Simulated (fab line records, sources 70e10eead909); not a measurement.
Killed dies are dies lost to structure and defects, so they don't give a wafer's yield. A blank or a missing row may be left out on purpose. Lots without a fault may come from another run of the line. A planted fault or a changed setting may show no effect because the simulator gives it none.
fab line records | flow nand_harc
record lots=24 wafers=72 last_day=33
route steps=1302 shown A_STAIRCASE@741
lots that met no fault: from a run of the same line without faults
start_h: hours from the record's first day to the start of the lot's first wafer shown | wait_h: hours since the lot's step before | " the same as in the row above | L1.1+2: a row that stands for several wafers | - no value, or no start given | * or withheld: withheld | < > ~ a bound
route shown NAME@n: a module of which the file shows steps, and the number in the route of the first | usual: mean/standard deviation of fault-free wafers | same: alike in all rows | chamber/n: place in a boat | sites: the reading at each site | _std_site: their standard deviation | _edge_site: outer sites' mean less inner sites' | radius_mm: how far each site lies from the wafer's centre | mask NAME#n: copy n | behind: the tool/chamber that last shaped the wafer | hold: why the lot was held/for how many hours/how that ended | device: the transistor (n, p or np) that didn't switch | end of line: the same wafers' tests at the end of the route | a step without rows: its recipe alone | killed: dies lost to structure and defects at the first sort, not the wafer's yield | map: a wafer's dies, x killed, . not, _ none there
set.NAME: the setting as run; set.NAME@STEP: as run at that earlier step | model.NAME: the simulator's own value behind a step, which no gauge read
steps of the route over a sample of lots; a table a step, a row a wafer
services: from which hour (start_h, from the record's first day; less than 0 if before it) a tool's chamber was out of use, for how many hours, and why
## steps
# step NHARC_A_STAIRCASE_ETCH_227
# recipe target_depth_a=1000 time_s=40.5 ion_energy_ev=400 c4f8_flow_sccm=20 o2_flow_sccm=10 ar_flow_sccm=withheld rf_w=600 bias_w=1000 chemistry=C4F8/O2
# usual chamber_pressure_mTorr=25.001/0.022 oes_product_au=0.947/0.013 rf_vpp_V=898/4.5
# columns lot.wafer tool chamber start_h wait_h chamber_pressure_mTorr oes_product_au rf_hours_counter_h rf_vpp_V
L075.2 rie_diel-13 2 - - 24.960 0.950 3 891
L075.4 " 0 " " 24.970 0.940 3 895
L075.6 " 2 " " 24.993 0.956 - 890
L074.3 rie_diel-04 1 - - 25.037 0.954 1 900
L074.1 " 2 " " 25.025 0.957 1 897
L074.6 " 0 " " 24.983 0.971 - 900
L076.4 rie_diel-02 2 - - 24.985 0.953 55 902
L076.5 " 0 " " 25.005 0.940 - 905
L076.6 " 1 " " 25.002 0.939 - 891
L077.1 rie_diel-04 2 - - 25.010 0.957 9 895
L077.5 " 3 " " 25.004 0.957 - 900
L077.6 " 0 " " 24.997 0.953 - 898
L078.1 rie_diel-13 2 - - 25.025 0.954 17 890
L078.3 " 3 " " 25.001 0.924 12 896
L078.5 " 2 " " 25.008 0.946 - 890
L079.1 rie_diel-02 0 - - 24.999 0.949 5 905
L079.3 " 1 " " 24.980 0.936 5 890
L079.5 " 1 " " 25.005 0.934 - 888
L080.6 rie_diel-13 0 - - 25.015 0.936 - 897
L080.4 " 1 " " 25.015 0.937 - 904
L080.5 " 3 " " 24.956 0.928 - 896
L082.1 rie_diel-04 3 - - 24.958 0.935 26 899
L082.5 " 0 " " 24.996 0.943 - 898
L082.4 " 3 " " 25.053 0.928 - 900
L081.1 rie_diel-04 0 - - 25.008 0.965 33 898
L081.4 " 3 " " 25.019 0.964 - 901
L081.5 " 0 " " 24.981 0.962 - 899
L083.3 rie_diel-02 2 - - 24.981 0.942 5 901
L083.2 " 1 " " 25.016 0.943 16 889
L083.6 " 3 " " 25.021 0.950 - 895
L084.1 rie_diel-04 3 - - 24.985 0.937 38 899
L084.6 " 1 " " 25.006 0.921 - 900
L084.5 " 0 " " 24.979 0.955 - 899
L085.2 rie_diel-13 2 - - 24.999 0.944 40 889
L085.3 " 3 " " 25.028 0.939 40 895
L085.6 " 2 " " 24.981 0.943 - 890
L086.1 rie_diel-13 2 - - 25.011 0.958 42 889
L086.3 " 3 " " 24.971 0.947 41 894
L086.5 " 3 " " 25.030 0.944 - 897
L087.1 rie_diel-04 1 - - 24.957 0.940 49 900
L087.6 " 1 " " 25.016 0.932 - 899
L087.5 " 2 " " 25.042 0.952 - 898
L089.2 rie_diel-13 0 - - 25.021 0.945 48 896
L089.4 " 2 " " 24.985 0.961 50 889
L089.5 " 3 " " 25.052 0.936 - 895
L088.1 rie_diel-13 0 - - 25.010 0.946 49 894
L088.4 " 2 " " 25.015 0.973 50 889
L088.3 " 3 " " 25.016 0.947 50 896
L091.4 rie_diel-04 0 - - 25.012 0.950 62 900
L091.1 " 2 " " 24.992 0.941 44 896
L091.5 " 0 " " 25.016 0.952 - 898
L090.3 rie_diel-13 1 - - 25.026 0.939 2 903
L090.2 " 2 " " 25.026 0.951 2 889
L090.6 " 1 " " 24.968 0.942 - 903
L092.2 rie_diel-02 1 - - 25.010 0.934 39 887
L092.1 " 2 " " 24.997 0.943 33 901
L092.4 " 3 " " 24.978 0.969 40 895
L093.2 rie_diel-04 0 - - 24.999 0.964 2 899
L093.4 " 2 " " 25.024 0.962 3 896
L093.6 " 3 " " 24.995 0.934 - 901
L094.2 rie_diel-13 0 - - 24.989 0.943 12 894
L094.3 " 2 " " 25.000 0.953 10 890
L094.5 " 0 " " 25.023 0.932 - 894
L096.3 rie_diel-04 1 - - 25.001 0.973 18 900
L096.2 " 3 " " 25.006 0.951 16 899
L096.5 " 1 " " 24.983 0.973 - 898
L095.3 rie_diel-04 1 - - 25.001 0.968 19 898
L095.4 " 2 " " 25.016 0.963 19 895
L095.5 " 0 " " 25.000 0.974 - 898
L097.2 rie_diel-04 2 - - 24.972 0.953 20 897
L097.3 " 0 " " 24.997 0.977 17 898
L097.5 " 2 " " 25.003 0.958 - 895
# step NHARC_A_STAIRCASE_TRIM_235
# recipe time_s=211.2 o2_flow_sccm=500 ar_flow_sccm=0 bias_w=0 chemistry=O2
# usual chamber_pressure_mTorr=59.99/0.061 drypump_motor_current_A=5.9/0.61 mfc_ar_sccm=0.020/0.0096 oes_product_au=1.005/0.013 rf_vpp_V=57.8/0.89 showerhead_plenum_p_Torr=3.57/0.14 throttle_valve_pct=17.037/0.0092
# columns lot.wafer tool chamber start_h wait_h chamber_pressure_mTorr drypump_motor_current_A mfc_ar_sccm oes_product_au rf_hours_counter_h rf_vpp_V showerhead_plenum_p_Torr throttle_valve_pct
L075.2 rie_diel-13 1 - - 59.96 6.5 0.031 0.986 3 57.3 3.78 17.034
L075.4 " 2 " " 60.01 4.9 0.016 1.004 4 57.2 3.38 17.036
L075.6 " 1 " " 60.03 6.5 0.031 0.996 - 58.9 3.78 17.043
L074.1 rie_diel-02 3 - - 59.91 6.7 0.026 1.032 41 56.7 3.52 17.045
L074.3 " 1 " " 59.99 6.6 0.013 0.994 60 57.6 3.33 17.045
L074.6 " 3 " " 59.99 6.7 0.026 1.022 - 57.4 3.52 17.033
L076.4 rie_diel-13 1 - - 60.03 6.5 0.031 1.002 - 60.5 3.77 17.052
L076.6 " 1 " " 59.96 6.5 0.031 1.002 - 57.6 3.77 17.034
L076.5 " 0 " " 60.01 5.3 0.023 0.999 - 57.2 3.52 17.032
L077.1 rie_diel-13 3 - - 59.98 6.0 0.013 0.973 10 58.8 3.52 17.044
L077.5 " 1 " " 60.04 6.5 0.031 0.998 - 56.7 3.77 17.026
L077.6 " 2 " " 59.96 4.9 0.016 1.007 - 58.8 3.37 17.045
L078.3 rie_diel-13 0 - - 59.92 5.3 0.023 1.006 16 57.0 3.52 17.051
L078.1 " 3 " " 60.19 6.0 0.013 0.979 13 57.4 3.51 17.030
L078.5 " 1 " " 60.07 6.5 0.031 0.986 - 58.6 3.77 17.052
L079.1 rie_diel-02 0 - - 59.99 6.6 0 1.013 5 57.5 3.77 17.041
L079.3 " 1 " " 59.91 6.6 0.013 0.993 5 58.4 3.33 17.051
L079.5 " 3 " " 60.12 6.7 0.026 1.014 - 57.4 3.51 17.031
L080.4 rie_diel-04 0 - - 60.01 5.9 0.027 1.003 22 57.4 3.61 17.027
L080.6 " 1 " " 60.01 5.9 0.012 0.982 - 58.1 3.64 17.043
L080.5 " 2 " " 59.97 5.0 0.028 1.009 - 58.1 3.55 17.030
L082.1 rie_diel-13 0 - - 59.91 5.3 0.023 1.001 29 56.6 3.51 17.042
L082.4 " 2 " " 60.02 4.9 0.016 1.025 27 57.3 3.36 17.027
L082.5 " 0 " " 60.04 5.3 0.023 1.004 - 58.1 3.51 17.016
L081.1 rie_diel-04 3 - - 59.95 5.6 0.027 1.019 29 57.9 3.65 17.024
L081.4 " 0 " " 59.96 5.9 0.027 1.025 - 59.1 3.61 17.043
L081.5 " 1 " " 60.01 5.8 0.012 1.001 - 57.5 3.63 17.031
L083.2 rie_diel-02 0 - - 59.97 6.7 0 1.014 17 60.0 3.76 17.046
L083.3 " 1 " " 59.92 6.6 0.013 0.998 17 56.0 3.32 17.016
L083.6 " 2 " " 60.01 6.0 0 1.004 - 57.5 3.71 17.030
L084.1 rie_diel-13 3 - - 60.06 6.0 0.013 1.006 38 58.3 3.50 17.036
L084.6 " 0 " " 59.97 5.3 0.023 1.009 - 57.8 3.51 17.033
L084.5 " 1 " " 60.03 6.5 0.031 0.989 - 58.4 3.75 17.038
L085.2 rie_diel-13 0 - - 60.06 5.3 0.023 0.992 41 57.7 3.50 17.038
L085.3 " 3 " " 60.04 6.1 0.013 0.998 40 56.5 3.50 17.028
L085.6 " 0 " " 60.05 5.4 0.023 0.998 - 57.9 3.50 17.029
L086.3 rie_diel-04 2 - - 59.93 5.0 0.028 1.012 31 57.8 3.54 17.032
L086.1 " 0 " " 59.93 5.9 0.027 1.025 46 57.2 3.60 17.031
L086.5 " 2 " " 59.89 5.0 0.028 1.018 - 57.2 3.54 17.042
L087.1 rie_diel-04 3 - - 60.02 5.6 0.027 0.999 42 60.0 3.65 17.025
L087.6 " 3 " " 59.96 5.6 0.027 1.013 - 57.4 3.65 17.036
L087.5 " 0 " " 59.98 5.9 0.027 1.015 - 58.0 3.60 17.042
L089.2 rie_diel-04 2 - - 60.00 5.0 0.028 0.989 37 56.8 3.54 17.030
L089.4 " 3 " " 60.07 5.6 0.027 1.006 50 57.5 3.64 17.056
L089.5 " 3 " " 60.00 5.6 0.027 1.014 - 57.5 3.64 17.043
L088.1 rie_diel-13 2 - - 59.70 4.9 0.016 1.027 54 57.7 3.35 17.053
L088.4 " 3 " " 60.07 6.0 0.013 0.999 54 57.9 3.49 17.053
L088.3 " 0 " " 60.02 5.3 0.023 1.003 51 57.6 3.50 17.031
L091.1 rie_diel-13 0 - - 59.94 5.3 0.023 1.005 0 57.0 3.50 17.045
L091.4 " 1 " " 60.08 6.5 0.031 0.996 0 58.8 3.74 17.033
L091.5 " 2 " " 60.05 4.9 0.016 0.992 - 56.6 3.35 17.039
L090.3 rie_diel-13 1 - - 60.00 6.5 0.031 0.997 2 58.1 3.74 17.037
L090.2 " 3 " " 60.04 6.0 0.013 0.979 2 56.8 3.49 17.035
L090.6 " 1 " " 59.96 6.5 0.031 1.011 - 59.8 3.74 17.036
L092.2 rie_diel-02 0 - - 60.01 6.7 0 1.008 38 56.9 3.75 17.038
L092.1 " 1 " " 59.99 6.6 0.013 0.999 40 57.4 3.31 17.037
L092.4 " 2 " " 60.00 6.0 0 1.003 34 58.8 3.70 17.042
L093.4 rie_diel-13 1 - - 60.07 6.5 0.031 0.996 7 58.6 3.74 17.058
L093.2 " 3 " " 59.92 6.0 0.013 0.989 7 56.9 3.49 17.014
L093.6 " 1 " " 59.99 6.5 0.031 1.004 - 58.7 3.74 17.019
L094.2 rie_diel-02 3 - - 60.09 6.7 0.026 1.024 50 56.9 3.49 17.036
L094.3 " 1 " " 60.01 6.6 0.013 0.984 52 58.2 3.30 17.053
L094.5 " 3 " " 59.98 6.7 0.026 1.024 - 58.1 3.49 17.052
L096.3 rie_diel-02 3 - - 59.94 6.7 0.026 0.993 0 57.5 3.49 17.029
L096.2 " 2 " " 60.05 6.0 0 0.985 0 59.2 3.69 17.049
L096.5 " 3 " " 60.12 6.7 0.026 0.998 - 57.8 3.49 17.045
L095.3 rie_diel-04 0 - - 60.00 5.9 0.027 1.032 16 58.4 3.58 17.032
L095.4 " 1 " " 60.01 5.9 0.012 1.032 19 57.6 3.60 17.043
L095.5 " 0 " " 60.09 5.9 0.027 1.035 - 56.4 3.58 17.049
L097.3 rie_diel-04 2 - - 59.96 5.0 0.028 1.019 21 58.2 3.52 17.024
L097.2 " 3 " " 60.02 5.6 0.027 1.002 18 56.5 3.63 17.047
L097.5 " 1 " " 59.97 5.9 0.012 1.027 - 57.6 3.60 17.037
# step NHARC_A_STAIRCASE_HM_DEP_459
# recipe target_thk_a=15000 temp_c=400 material=aC
# usual throttle_valve_pct=35.000/0.0091
# columns lot.wafer tool chamber start_h wait_h throttle_valve_pct
L075.2 acl_dep-03 0 372.92 0.7 35.000
L075.4 " 0 " " 34.994
L075.6 " 0 " " 35.003
L074.1 acl_dep-02 0 384.47 7.0 35.003
L074.3 " 0 " " 34.989
L074.6 " 0 " " 35.011
L076.4 acl_dep-03 0 394.29 1.9 34.995
L076.5 " 0 " " 34.997
L076.6 " 0 " " 34.977
L077.1 acl_dep-03 0 411.76 0.4 34.982
L077.5 " 0 412.99 1.6 35.018
L077.6 " 0 " " 35.007
L078.1 acl_dep-02 0 416.85 0.1 34.989
L078.3 " 0 " " 35.006
L078.5 " 0 " " 35.007
L079.1 acl_dep-03 0 431.38 0.3 35.015
L079.3 " 0 " " 35.020
L079.5 " 0 " " 35.008
L080.4 acl_dep-01 0 437.06 4.5 35.000
L080.5 " 0 " " 34.999
L080.6 " 0 " " 34.994
L082.1 acl_dep-03 0 453.76 0.6 34.999
L082.4 " 0 " " 34.999
L082.5 " 0 " " 34.989
L081.1 acl_dep-01 0 463.86 0.7 35.003
L081.4 " 0 " " 35.009
L081.5 " 0 " " 35.003
L083.2 acl_dep-01 0 468.20 0.4 35.005
L083.3 " 0 " " 34.993
L083.6 " 0 " " 34.987
L084.1 acl_dep-02 0 484.57 2.1 34.984
L084.5 " 0 485.80 3.4 34.995
L084.6 " 0 " " 35.014
L085.2 acl_dep-02 0 492.85 2.9 34.994
L085.3 " 0 " " 35.002
L085.6 " 0 " " 34.986
L086.1 acl_dep-02 0 495.03 0.9 35.006
L086.3 " 0 " " 34.997
L086.5 " 0 " " 34.994
L087.1 acl_dep-03 0 497.66 1.1 34.993
L087.5 " 0 498.90 2.3 35.004
L087.6 " 0 " " 34.992
L089.2 acl_dep-02 0 516.55 0.4 35.010
L089.4 " 0 " " 35.002
L089.5 " 0 " " 35.008
L088.1 acl_dep-02 0 520.02 0.6 35.018
L088.3 " 0 " " 34.997
L088.4 " 0 " " 35.002
L091.1 acl_dep-03 0 539.14 1.1 35.002
L091.4 " 0 " " 34.986
L091.5 " 0 " " 35.001
L092.1 acl_dep-01 0 546.86 0.1 35.002
L092.2 " 0 " " 34.996
L092.4 " 0 " " 34.996
L090.2 acl_dep-03 0 549.19 0.4 34.992
L090.3 " 0 " " 34.995
L090.6 " 0 " " 34.996
L093.2 acl_dep-02 0 557.08 0.6 35.014
L093.4 " 0 " " 34.989
L093.6 " 0 " " 35.006
L094.2 acl_dep-03 0 578.56 0.4 34.986
L094.3 " 0 " " 34.992
L094.5 " 0 " " 35.002
L096.2 acl_dep-02 0 593.70 0.4 34.999
L096.3 " 0 " " 34.998
L096.5 " 0 " " 34.983
L095.3 acl_dep-01 0 594.92 1.0 35.001
L095.4 " 0 " " 34.982
L095.5 " 0 " " 35.002
L097.2 acl_dep-01 0 601.44 0.4 35.001
L097.3 " 0 " " 35.000
L097.5 " 0 " " 34.997
# step NHARC_A_STAIRCASE_DEP_280
# recipe target_thk_a=300 target_thk_nm=30 temp_c=400 pressure_torr=3.5 flow_sccm=200 rf_w=350 material=SiON
# usual heater_power_w=763/92 showerhead_vpp_V=1149/53
# columns lot.wafer tool chamber start_h wait_h heater_power_w showerhead_vpp_V
L075.2 pecvd-04 2 374.47 1.2 708 1152
L075.4 " 0 " " 719 1069
L075.6 " 1 " " 772 1137
L074.3 pecvd-01 0 386.33 0.9 797 1092
L074.1 " 1 " " 662 1190
L074.6 " 2 " " 933 1181
L076.4 pecvd-04 0 395.31 0.7 666 1071
L076.6 " 1 " " 733 1127
L076.5 " 2 " " 746 1153
L077.1 pecvd-01 2 413.68 1.6 907 1187
L077.5 " 0 " " 864 1055
L077.6 " 1 " " 645 1202
L078.1 pecvd-01 1 418.72 1.6 655 1212
L078.3 " 2 " " 878 1171
L078.5 " 0 " " 728 1071
L079.3 pecvd-01 0 433.24 1.0 793 1069
L079.1 " 1 " " 648 1179
L079.5 " 2 " " 897 1154
L080.6 pecvd-03 0 438.08 0.1 780 1162
L080.4 " 1 " " 921 1229
L080.5 " 2 " " 687 1168
L082.1 pecvd-01 0 455.64 1.6 862 1068
L082.4 " 0 " " 833 1077
L082.5 " 1 " " 584 1188
L081.1 pecvd-03 2 465.78 1.6 808 1154
L081.5 " 1 " " 848 1226
L081.4 " 2 " " 787 1191
L083.2 pecvd-03 1 469.72 1.2 812 1257
L083.3 " 2 " " 757 1197
L083.6 " 1 " " 815 1256
L084.1 pecvd-04 2 486.43 1.5 823 1160
L084.5 " 2 " " 842 1149
L084.6 " 0 " " 627 1090
L085.2 pecvd-04 1 494.42 1.3 670 1110
L085.3 " 2 " " 809 1148
L085.6 " 2 " " 835 1157
L086.1 pecvd-03 2 497.02 1.7 739 1154
L086.3 " 1 " " 937 1224
L086.5 " 2 " " 738 1182
L087.1 pecvd-04 2 499.59 1.6 774 1159
L087.6 " 1 " " 694 1102
L087.5 " 2 " " 811 1142
L089.2 pecvd-04 2 518.11 1.3 823 1153
L089.5 " 0 " " 685 1089
L089.4 " 1 " " 611 1099
L088.1 pecvd-03 1 521.90 1.6 852 1231
L088.3 " 2 " " 682 1152
L088.4 " 0 " " 749 1170
L091.1 pecvd-01 1 541.07 1.6 643 1204
L091.5 " 0 " " 813 1089
L091.4 " 1 " " 648 1183
L092.2 pecvd-01 1 548.78 1.3 771 1203
L092.1 " 2 " " 896 1194
L092.4 " 0 " " 750 1066
L090.2 pecvd-01 1 551.17 1.7 726 1186
L090.3 " 2 " " 875 1187
L090.6 " 0 " " 816 1058
L093.2 pecvd-04 0 558.71 1.3 704 1065
L093.4 " 0 " " 722 1061
L093.6 " 0 " " 716 1072
L094.2 pecvd-01 0 580.14 1.3 815 1072
L094.3 " 1 " " 745 1206
L094.5 " 2 " " 825 1187
L096.3 pecvd-01 1 595.27 1.0 706 1203
L096.2 " 0 " " 809 1065
L096.5 " 2 " " 950 1200
L095.3 pecvd-03 0 596.25 1.0 691 1185
L095.4 " 2 " " 682 1178
L095.5 " 0 " " 709 1171
L097.3 pecvd-04 2 603.01 1.0 770 1149
L097.2 " 0 " " 691 1070
L097.5 " 2 " " 767 1159
# step NHARC_A_STAIRCASE_HM_OPEN_463
# recipe o2_flow_sccm=400 cos_flow_sccm=20 ar_flow_sccm=0 rf_w=500 bias_w=300 chemistry=O2/COS
# usual chamber_pressure_mTorr=20.000/0.019 drypump_motor_current_A=6.0/0.57 mfc_ar_sccm=0.018/0.01 oes_product_au=1.006/0.013 rf_vpp_V=468.0/2.6 showerhead_plenum_p_Torr=3.16/0.12 throttle_valve_pct=28.330/0.0087
# columns lot.wafer tool chamber start_h wait_h chamber_pressure_mTorr drypump_motor_current_A mfc_ar_sccm oes_product_au rf_hours_counter_h rf_vpp_V showerhead_plenum_p_Torr throttle_valve_pct
L075.4 rie_diel-04 1 - - 20.012 5.8 0.012 0.996 8 468.9 3.23 28.337
L075.2 " 0 " " 19.985 5.9 0.027 0.998 7 469.6 3.21 28.331
L075.6 " 2 " " 19.992 5.0 0.028 1.022 - 467.9 3.15 28.324
L074.3 rie_diel-13 1 - - 20.015 6.5 0.031 1.005 11 469.9 3.34 28.325
L074.1 " 0 " " 20.003 5.3 0.023 1.010 11 466.0 3.11 28.323
L074.6 " 1 " " 20.020 6.5 0.031 1.011 - 471.2 3.34 28.335
L076.4 rie_diel-04 3 - - 19.982 5.7 0.027 1.012 11 469.6 3.24 28.313
L076.6 " 0 " " 19.982 5.9 0.027 1.009 - 469.2 3.20 28.331
L076.5 " 1 " " 20.002 5.9 0.012 1.001 - 468.3 3.23 28.330
L077.1 rie_diel-13 0 - - 19.989 5.3 0.023 0.985 23 466.5 3.11 28.334
L077.6 " 0 " " 19.978 5.3 0.023 1.000 - 467.4 3.11 28.346
L077.5 " 1 " " 20.060 6.5 0.031 0.986 - 472.1 3.33 28.310
L078.3 rie_diel-02 0 - - 19.978 6.6 0 1.007 6 471.9 3.34 28.333
L078.1 " 1 " " 20.024 6.6 0.013 0.982 6 464.9 2.94 28.328
L078.5 " 1 " " 19.995 6.6 0.013 0.993 - 462.3 2.94 28.329
L079.1 rie_diel-04 0 - - 20.014 5.9 0.027 1.027 29 468.8 3.19 28.320
L079.3 " 1 " " 19.951 5.8 0.012 0.997 33 468.8 3.22 28.320
L079.5 " 3 " " 20.004 5.6 0.027 1.005 - 470.2 3.24 28.337
L080.4 rie_diel-13 0 - - 19.996 5.3 0.023 0.993 30 466.5 3.11 28.319
L080.6 " 2 " " 19.991 4.9 0.016 1.017 - 463.3 2.97 28.343
L080.5 " 3 " " 20.007 6.0 0.013 0.998 - 468.0 3.10 28.318
L082.4 rie_diel-02 1 - - 20.028 6.6 0.013 0.994 17 462.5 2.94 28.336
L082.1 " 2 " " 20.026 6.0 0 1.004 6 469.7 3.29 28.328
L082.5 " 1 " " 19.988 6.6 0.013 0.993 - 462.8 2.94 28.337
L081.4 rie_diel-13 2 - - 19.993 4.9 0.016 1.014 38 464.4 2.97 28.319
L081.1 " 3 " " 20.031 6.0 0.013 1.003 37 466.3 3.10 28.308
L081.5 " 3 " " 19.995 6.0 0.013 1.004 - 468.0 3.10 28.330
L083.2 rie_diel-04 3 - - 20.019 5.6 0.027 1.008 39 467.9 3.23 28.344
L083.3 " 0 " " 19.974 5.9 0.027 1.024 43 469.3 3.19 28.340
L083.6 " 2 " " 20.009 5.1 0.028 1.009 - 467.6 3.14 28.330
L084.1 rie_diel-13 1 - - 19.973 6.5 0.031 0.994 48 472.5 3.32 28.332
L084.6 " 0 " " 19.999 5.3 0.023 1.002 - 466.9 3.10 28.324
L084.5 " 1 " " 20.003 6.5 0.031 1.000 - 471.5 3.32 28.344
L085.3 rie_diel-04 1 - - 20.016 5.8 0.012 1.005 54 468.3 3.21 28.334
L085.2 " 2 " " 20.017 5.0 0.028 1.005 35 467.7 3.13 28.349
L085.6 " 3 " " 19.982 5.6 0.027 1.015 - 468.6 3.23 28.318
L086.1 rie_diel-02 2 - - 19.984 6.0 0 1.015 21 470.9 3.28 28.313
L086.3 " 3 " " 20.019 6.7 0.026 1.022 28 467.7 3.10 28.335
L086.5 " 2 " " 19.997 6.0 0 1.003 - 470.4 3.28 28.343
L087.1 rie_diel-02 0 - - 20.011 6.6 0 1.004 30 471.9 3.33 28.331
L087.5 " 3 " " 20.011 6.7 0.026 1.016 - 468.2 3.10 28.333
L087.6 " 0 " " 20.013 6.6 0 0.995 - 471.4 3.33 28.326
L089.4 rie_diel-04 3 - - 19.986 5.6 0.027 1.024 55 469.5 3.22 28.330
L089.2 " 2 " " 19.966 5.0 0.028 1.008 43 468.3 3.13 28.330
L089.5 " 0 " " 19.998 5.9 0.027 1.022 - 468.5 3.18 28.335
L088.3 rie_diel-02 1 - - 19.964 6.6 0.013 0.991 38 463.4 2.93 28.337
L088.4 " 2 " " 20.029 6.0 0 1.005 32 470.1 3.27 28.332
L088.1 " 3 " " 19.978 6.7 0.026 1.009 38 467.8 3.09 28.324
L091.1 rie_diel-02 2 - - 19.992 6.0 0 0.985 38 469.2 3.27 28.338
L091.4 " 0 " " 20.002 6.7 0 1.017 46 471.0 3.32 28.322
L091.5 " 2 " " 20.031 6.0 0 0.993 - 470.3 3.27 28.321
L092.1 rie_diel-13 0 - - 20.031 5.3 0.023 1.013 8 466.9 3.09 28.334
L092.2 " 1 " " 20.008 6.5 0.031 1.007 8 471.0 3.31 28.336
L092.4 " 3 " " 20.017 6.0 0.013 0.986 9 465.6 3.08 28.337
L090.2 rie_diel-04 0 - - 20.005 5.9 0.027 1.035 7 468.0 3.17 28.342
L090.3 " 1 " " 19.987 5.8 0.012 1.023 8 469.0 3.20 28.324
L090.6 " 1 " " 19.989 5.8 0.012 1.028 - 468.9 3.20 28.327
L093.2 rie_diel-04 0 - - 19.991 5.9 0.027 1.037 9 468.2 3.17 28.333
L093.4 " 1 " " 19.994 5.9 0.012 1.033 10 469.6 3.20 28.318
L093.6 " 1 " " 20.016 5.9 0.012 1.014 - 469.6 3.20 28.330
L094.3 rie_diel-02 2 - - 20.001 6.0 0 0.983 2 471.1 3.27 28.328
L094.2 " 0 " " 20.013 6.7 0 1.003 2 471.6 3.31 28.341
L094.5 " 3 " " 20.025 6.7 0.026 0.995 - 467.5 3.08 28.334
L096.2 rie_diel-02 1 - - 19.956 6.6 0.013 0.997 6 462.4 2.92 28.346
L096.3 " 3 " " 19.983 6.7 0.026 0.993 5 466.6 3.08 28.328
L096.5 " 1 " " 20.009 6.6 0.013 0.994 - 463.8 2.92 28.340
L095.4 rie_diel-13 0 - - 19.993 5.3 0.023 1.003 28 466.3 3.08 28.337
L095.3 " 1 " " 19.986 6.5 0.031 1.015 25 470.5 3.30 28.337
L095.5 " 1 " " 19.991 6.5 0.031 1.017 - 471.3 3.30 28.336
L097.2 rie_diel-04 0 - - 19.978 5.9 0.027 1.035 28 468.2 3.16 28.334
L097.3 " 1 " " 19.991 5.9 0.012 1.015 29 468.0 3.19 28.324
L097.5 " 3 " " 19.968 5.6 0.027 1.002 - 468.0 3.21 28.325
# step NHARC_A_STAIRCASE_DEP_417
# recipe target_thk_a=600 step_coverage_pct=20 temp_c=400 target_thk_nm=60 flow_sccm=200 rf_w=450 material=Si3N4
# usual heater_power_w=711/88 showerhead_vpp_V=1293/60
# columns lot.wafer tool chamber start_h wait_h heater_power_w showerhead_vpp_V
L075.2 pecvd-04 2 393.13 - 692 1302
L075.6 " 0 " " 600 1238
L075.4 " 1 " " 611 1286
L074.3 pecvd-01 2 400.53 - 788 1345
L074.1 " 1 " " 517 1354
L074.6 " 0 " " 774 1219
L076.6 pecvd-04 2 406.12 - 764 1309
L076.5 " 0 " " 651 1242
L076.4 " 1 " " 676 1257
L077.1 pecvd-01 0 425.81 - 745 1211
L077.6 " 1 " " 609 1351
L077.5 " 0 " " 750 1216
L078.1 pecvd-03 1 429.18 - 765 1385
L078.3 " 0 " " 672 1335
L078.5 " 0 " " 667 1328
L079.1 pecvd-04 0 446.58 - 590 1215
L079.3 " 1 " " 691 1252
L079.5 " 2 " " 673 1303
L080.5 pecvd-04 0 449.23 - 537 1233
L080.6 " 1 " " 698 1262
L080.4 " 2 " " 645 1298
L082.1 pecvd-04 2 468.63 - 786 1317
L082.4 " 1 " " 647 1255
L082.5 " 2 " " 781 1317
L081.1 pecvd-03 0 478.06 - 674 1362
L081.5 " 1 " " 810 1410
L081.4 " 2 " " 690 1333
L083.3 pecvd-01 1 479.83 - 605 1372
L083.2 " 2 " " 796 1317
L083.6 " 2 " " 790 1330
L084.1 pecvd-03 1 497.86 - 829 1412
L084.6 " 1 " " 831 1387
L084.5 " 2 " " 702 1327
L085.2 pecvd-04 1 505.06 - 650 1258
L085.3 " 0 " " 670 1216
L085.6 " 0 " " 655 1225
L086.1 pecvd-04 1 511.04 - 664 1257
L086.3 " 2 " " 801 1311
L086.5 " 1 " " 526 1267
L087.1 pecvd-01 1 513.63 - 720 1345
L087.5 " 1 " " 735 1341
L087.6 " 0 " " 688 1229
L089.2 pecvd-01 2 528.92 - 942 1337
L089.4 " 1 " " 650 1354
L089.5 " 2 " " 949 1345
L088.1 pecvd-01 1 533.50 - 657 1359
L088.3 " 2 " " 799 1333
L088.4 " 1 " " 645 1354
L091.1 pecvd-01 2 551.57 - 831 1346
L091.4 " 2 " " 858 1333
L091.5 " 1 " " 675 1365
L092.2 pecvd-04 1 559.77 - 620 1252
L092.1 " 0 " " 583 1203
L092.4 " 1 " " 612 1249
L090.3 pecvd-03 1 562.04 - 758 1409
L090.2 " 2 " " 778 1349
L090.6 " 0 " " 648 1328
L093.2 pecvd-04 0 569.85 - 681 1229
L093.4 " 1 " " 679 1244
L093.6 " 1 " " 659 1274
L094.2 pecvd-01 2 590.76 - 942 1345
L094.3 " 1 " " 719 1372
L094.5 " 0 " " 777 1192
L096.2 pecvd-04 0 607.39 - 680 1222
L096.3 " 2 " " 769 1306
L096.5 " 2 " " 778 1298
L095.3 pecvd-01 2 607.51 - 951 1329
L095.4 " 1 " " 617 1356
L095.5 " 2 " " 943 1337
L097.2 pecvd-01 0 618.52 - 717 1219
L097.3 " 1 " " 684 1353
L097.5 " 0 " " 714 1221
## services
# columns tool chamber start_h hours kind
rie_diel-13 - 342.12 9.0 pm
rie_diel-04 - 355.03 9.0 pm
pecvd-03 - 366.00 13.0 pm
rie_diel-13 3 367.40 20.9 repair
rie_diel-04 2 368.63 3.7 repair
rie_diel-13 2 377.01 6.5 repair
pecvd-03 2 385.59 7.6 repair
rie_diel-04 3 385.98 1.7 repair
rie_diel-02 2 395.21 33.8 repair
rie_diel-02 - 396.42 9.0 pm
rie_diel-02 3 405.54 8.1 repair
rie_diel-13 2 418.27 18.2 repair
acl_dep-02 - 428.46 13.0 pm
rie_diel-04 2 440.61 33.2 repair
pecvd-04 - 450.16 13.0 pm
pecvd-03 0 485.10 21.7 repair
pecvd-01 - 492.25 13.0 pm
pecvd-01 - 516.97 3.1 repair
rie_diel-04 - 532.03 9.0 pm
pecvd-03 - 547.00 13.0 pm
rie_diel-13 2 547.64 2.1 repair
pecvd-04 2 554.84 16.2 repair
rie_diel-02 - 573.48 9.0 pm
pecvd-03 - 611.32 0.8 repair
## key
fault none
